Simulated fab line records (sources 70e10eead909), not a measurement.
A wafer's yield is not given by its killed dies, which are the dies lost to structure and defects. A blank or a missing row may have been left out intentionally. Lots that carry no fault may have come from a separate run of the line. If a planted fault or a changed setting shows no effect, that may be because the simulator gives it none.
Matching of chambers ; flow nand-harc ; NHARC_P_STI_DESCUM_14 on rie-diel-02: 4 sister chambers
The step chemistry O2, time 3 s. 24 wafers are shown with their chamber, then 12 later ones without.

EACH WAFER AND ITS CHAMBER
wafer;chamber;drypump-motor-current-A (A);showerhead-plenum-p-Torr (Torr);rf-vpp-V (V)
L076.2;3;6.2;1.82;55.6
L076.3;2;6.1;1.85;58.0
L076.4;0;5.5;1.89;59.6
L081.2;2;6.1;1.85;57.1
L081.3;0;5.5;1.89;58.3
L081.5;2;6.1;1.85;58.2
L082.1;1;5.2;1.97;58.2
L082.2;2;6.0;1.85;57.4
L082.5;1;5.2;1.96;58.0
L084.2;1;5.2;1.96;57.1
L084.4;2;6.0;1.85;56.8
L084.6;1;5.2;1.96;57.1
L085.2;2;6.0;1.85;57.9
L085.3;1;5.2;1.97;58.9
L085.4;0;5.5;1.89;57.7
L086.3;0;5.5;1.89;58.1
L086.4;1;5.2;1.96;60.2
L086.6;0;5.5;1.88;59.1
L088.3;0;5.5;1.88;58.3
L088.4;1;5.2;1.96;58.6
L088.6;2;6.0;1.85;58.2
L089.1;1;5.2;1.96;59.0
L089.2;3;6.2;1.81;56.0
L089.6;0;5.5;1.88;57.2

SIGNATURES (means of the wafers above)
reading;chamber 0;chamber 1;chamber 2;chamber 3;scatter within a chamber
drypump-motor-current-A;5.500;5.200;6.043;6.200;0.0293
showerhead-plenum-p-Torr;1.8857;1.9625;1.8500;1.8150;0.00431
rf-vpp-V;58.329;58.388;57.657;55.800;0.817
Rule: a wafer's distance from a chamber is the root of the sum, over the readings, of the square of ((its reading less the chamber's mean) divided by the reading's scatter). If the next closest chamber is less than 2 further off than the closest, the wafer can't be placed; otherwise it belongs to the closest. The scatter is the square root of a quotient: the sum, over the shown wafers, of each reading's squared deviation from its chamber's mean, divided by wafers minus chambers.

WAFERS WITHOUT THEIR CHAMBER
wafer;drypump-motor-current-A (A);showerhead-plenum-p-Torr (Torr);rf-vpp-V (V)
L092.4;5.2;1.96;57.2
L092.5;6.0;1.85;57.7
L092.6;5.2;1.96;56.1
L094.1;5.5;1.88;58.6
L094.2;5.2;1.96;58.7
L094.4;6.2;1.81;57.6
L095.2;6.2;1.81;58.1
L095.5;6.2;1.81;56.9
L095.6;6.0;1.85;57.8
L097.1;6.0;1.85;56.2
L097.2;6.2;1.81;56.9
L097.5;5.2;1.96;59.0

WHICH CHAMBER EACH WENT THROUGH
wafer;from the rows above;in truth
L092.4;1;1
L092.5;2;2
L092.6;1;1
L094.1;0;0
L094.2;1;1
L094.4;3;3
L095.2;3;3
L095.5;3;3
L095.6;2;2
L097.1;2;2
L097.2;3;3
L097.5;1;1
Placed correctly: 12 of 12. Left unplaced by these rows: 0. Placed wrongly: 0.
